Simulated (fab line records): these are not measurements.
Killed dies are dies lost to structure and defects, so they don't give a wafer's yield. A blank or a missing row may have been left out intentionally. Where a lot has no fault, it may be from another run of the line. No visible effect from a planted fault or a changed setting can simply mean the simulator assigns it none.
The same fault as seen by 2 desks ; flow n5Finfet ; every desk sees just its own numbers, and what lay behind them comes last

THE METROLOGY DESK
Lot by lot, what the gauges showed, no matter which tool ran the lot: averages of those sampled wafers that carry a number. Marked OUT: a lot whose mean sits more than 4 standard deviations from the usual mean, which makes it out of limits; the brackets give that distance.
Columns: A = cdNm at N5_BEOL_M12_CD_MEAS_17, usual 140.7 nm
lot;first seen here;A
L630;day 11 11:14;142.6
L628;day 11 11:30;141.4
L629;day 11 13:38;141.2
L631;day 12 01:37;141.7
L634;day 12 19:12;139.5
L637;day 13 05:22;141.2
L639;day 13 15:53;138.9
L646;day 16 17:14;144.9
L648;day 16 22:22;143.0
L649;day 17 20:11;139.9
L650;day 17 20:51;142.9
L651;day 17 21:44;143.7
Result from this desk: across the 12 lots, nothing is out of limits.

DESK OF THE TOOL OWNER: rieDiel-06
The tool's own readings at N5_BEOL_M12_VIA_ETCH_16 (etches SiOC in C4F8/O2/Ar, target depth 724.8 nm): means of the sampled wafers that have a number, for each lot that ran on this tool. Marked OUT: a lot whose mean sits more than 4 standard deviations from the usual mean, which makes it out of limits; the brackets give that distance.
Columns: A = biasW at N5_BEOL_M12_VIA_ETCH_16, usual 700.3 W; B = drypumpMotorCurrentA at N5_BEOL_M12_VIA_ETCH_16, usual 5.6 A; C = heOuterTorr at N5_BEOL_M12_VIA_ETCH_16, usual 30.00 Torr; D = oesProductAu at N5_BEOL_M12_VIA_ETCH_16, usual 0.71 a.u.; E = rfVppV at N5_BEOL_M12_VIA_ETCH_16, usual 666 V; F = showerheadPlenumPTorr at N5_BEOL_M12_VIA_ETCH_16, usual 3.42 Torr; G = throttleValvePct at N5_BEOL_M12_VIA_ETCH_16, usual 24.17 %
lot;first seen here;A;B;C;D;E;F;G
L630;day 11 10:50;698.8;5.5;30.00;0.78;666;3.41;24.02
L628;day 11 11:06;702.1;5.9;29.97;0.71;668;3.48;24.31
L634;day 12 18:47;699.5;5.6;29.99;0.77;667;3.49;24.05
L639;day 13 15:29;701.4;5.9;29.99;0.70;666;3.47;24.34
L646;day 16 16:49;697.8;5.9;29.95;1.02 (+4.4) OUT;669;3.59;24.47
L648;day 16 21:57;703.1;5.3;29.99;0.91;667;3.46;23.97
Finding of this desk: L646 out of limits; the first was L646 at day 16 16:49, on oesProductAu at N5_BEOL_M12_VIA_ETCH_16. L630, L628, L634, L639, L648: within limits.

BROUGHT TOGETHER
An alarm could have come from the tool owner's desk at day 16 16:49, on L646.
At the metrology desk, nothing out of limits was observed.
The metrology desk has L646 on record, within its limits.
On rieDiel-06, each named lot ran N5_BEOL_M12_VIA_ETCH_16.

WHAT WAS PUT IN BY THE SIMULATOR
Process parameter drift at N5_BEOL_M12_VIA_ETCH_16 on rieDiel-06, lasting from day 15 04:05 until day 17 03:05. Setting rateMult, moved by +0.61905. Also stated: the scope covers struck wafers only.
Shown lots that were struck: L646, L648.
Delay in hours, fault start to first out-of-limits reading, by desk: the tool owner's desk at 37.
